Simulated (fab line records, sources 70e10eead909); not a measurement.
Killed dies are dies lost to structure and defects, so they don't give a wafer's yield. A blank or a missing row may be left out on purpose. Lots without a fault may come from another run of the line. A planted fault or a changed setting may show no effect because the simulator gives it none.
A struck lot beside a sound one | flow nand_harc | 14 steps out of a route of 1159
Sound: wafers L679.2, L679.3, L679.4. Struck: wafers L686.4, L686.5. (L686.6 of the same lot was not struck and is left out.) The cause comes at the end.
At each step with rows: each side's tool, then ch and its chambers, then its first start. Under that, the readings that differ: sound wafers | struck wafers | difference of the means | sigmas: that difference in standard deviations of wafers without a fault.
alike: readings whose means differ by less than 2 such deviations, and words and numbers that are the same on both sides. not compared: withheld readings, readings that some wafer has no value for, bounds like >300 that may hide the same value, and numbers for which the record gives no deviation and whose values overlap.
The two part at a step that has a row with sigmas, a row that says differs or no value, or rows on one side only. Numbers that don't overlap but have no deviation are shown without sigmas and don't part them. A reading that every wafer of one side lacks parts them only if that side has two wafers or more.

NHARC_A_STAIRCASE_STRIP_316: strips in O2.
  sound on rie_diel-05 ch 0,1,2; struck on rie_diel-13 ch 1,2
  alike: drypump_motor_current_A, oes_product_au, rf_vpp_V, showerhead_plenum_p_Torr, throttle_valve_pct
  not compared: rf_hours_counter_h
then, 3 steps without rows for these wafers: NHARC_A_STAIRCASE_STRIP_317 (strips in SPM, time 900 s); NHARC_A_STAIRCASE_PRECLEAN_318 (cleans in SC1); NHARC_A_STAIRCASE_SRD_329.
NHARC_A_STAIRCASE_ALD_415: deposits SiO2, target thk 30 nm, pulse time 6 s, ald cycles 300.
  sound on ald_hk-02 ch 0,2,3, day 12 15:56; struck on ald_hk-03 ch 1,2, day 15 16:48
  alike: heater_power_w, precursor_pulse_height_rel
  not compared: ald_cycles
NHARC_A_STAIRCASE_ETCHBACK_416: etches the open film in C4F8/O2/Ar, target depth 36 nm, time 7.2 s.
  sound on rie_diel-05 ch 1,2,3; struck on rie_diel-05 ch 2
  reading               | sound             | struck      | difference | sigmas
  oes_product_au (a.u.) | 0.916 0.919 0.922 | 1.010 1.006 | +0.089     | +3
  alike: rf_fwd_power_W, rf_vpp_V
  not compared: rf_hours_counter_h
NHARC_A_STAIRCASE_STRIP_476: strips in O2, time 20 s.
  sound on rie_diel-05 ch 0,2,3, day 12 18:07; struck on rie_diel-05 ch 2,3, day 15 18:44
  alike: drypump_motor_current_A, oes_product_au, rf_vpp_V, showerhead_plenum_p_Torr, throttle_valve_pct
  not compared: rf_hours_counter_h
NHARC_A_STAIRCASE_DEP_417: deposits Si3N4, target thk 60 nm.
  sound on pecvd-01 ch 0,2, day 12 18:13; struck on pecvd-03 ch 1,2, day 15 18:58
  alike: heater_power_w, rf_fwd_power_W
then, 3 steps without rows for these wafers: NHARC_A_STAIRCASE_WET_418 (chemistry H3PO4, target depth 20 nm); NHARC_A_STAIRCASE_PRECLEAN_419 (cleans in SC1); NHARC_A_STAIRCASE_SRD_421.
NHARC_A_STAIRCASE_ALD_420: deposits SiO2, target thk 20 nm, pulse time 6 s, ald cycles 200.
  sound on ald_hk-01 ch 1,2,3, day 12 22:00; struck on ald_hk-01 ch 0,1, day 15 22:58
  reading    | sound       | struck  | difference | sigmas
  ald_cycles | 200 200 200 | 305 305 | +105       |
  alike: heater_power_w, precursor_pulse_height_rel
then, 1 step without rows for these wafers: NHARC_A_STAIRCASE_CVD_552 (deposits SiNx, target thk 40 nm).
-- the record jumps here: 7 days lie between the struck wafers' starts before and after (it left off in module A_STAIRCASE and takes up again in module END, whose first step shown is number 1159 of the route) --
NHARC_END_SORT_01:
  sound on prober-01 ch 0, day 20 09:13; struck on prober-01 ch 0, day 23 08:43
  alike: killed_at_array, killed_at_other, killed_at_periphery, killed_dies, killed_open, killed_short

WHERE THEY PART
Only at NHARC_A_STAIRCASE_ETCHBACK_416, within this record. Later steps at which nothing parts them and some readings are alike: NHARC_A_STAIRCASE_STRIP_476, NHARC_A_STAIRCASE_DEP_417, NHARC_A_STAIRCASE_ALD_420, NHARC_END_SORT_01.

WHY: what the simulator had put in
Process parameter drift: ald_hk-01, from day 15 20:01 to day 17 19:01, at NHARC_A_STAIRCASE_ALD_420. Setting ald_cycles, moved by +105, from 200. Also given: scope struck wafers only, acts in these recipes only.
